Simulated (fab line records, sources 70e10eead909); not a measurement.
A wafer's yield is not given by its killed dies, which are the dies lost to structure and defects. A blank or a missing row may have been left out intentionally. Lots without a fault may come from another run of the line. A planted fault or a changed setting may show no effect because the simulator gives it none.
Chamber matching	flow nandHarc	aldMetal-01 running NHARC_A_WL_FILL_ALD_02: 4 sister chambers
The step deposits TiN, target thk 2 nm, pulse time 3 s, ald cycles 100. 4 wafers are shown with their chamber, then 7 later ones without.

WAFERS, EACH WITH ITS CHAMBER
wafer	chamber	heaterPowerOuterW (W)
L078.5	1	682
L086.5	2	679
L091.1	0	543
L091.2	3	570

WAFERS MISSING THEIR CHAMBER
wafer	heaterPowerOuterW (W)
L091.6	766
L095.2	543
L095.3	774
L095.6	762
L096.4	579
L096.5	588
L096.6	703

CHAMBER TAKEN BY EACH
wafer	from the rows above	in truth
L091.6	can't be placed: 1 or 2 or 3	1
L095.2	can't be placed: 0 or 3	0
L095.3	can't be placed: 1 or 2 or 3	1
L095.6	can't be placed: 1 or 2 or 3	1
L096.4	can't be placed: 3 or 0 or 2 or 1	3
L096.5	can't be placed: 3 or 0 or 2 or 1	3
L096.6	can't be placed: 1 or 2 or 3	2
Correct placement for 0 of the 7. Unplaceable from these rows: 7, with the true chamber sitting among the candidates in 7. Number placed wrongly: 0.
How it was worked out, from the rows above alone: a wafer's distance from a chamber is the root of the sum, over the readings, of the square of ((its reading less the chamber's mean) divided by the reading's scatter). The wafer belongs to the nearest chamber; if the next one is less than 2 further off, it can't be placed. A chamber's mean is the mean of its shown wafers. The scatter: root of mean squared gap, hidden wafer to nearest shown wafer, with one shown wafer a chamber.
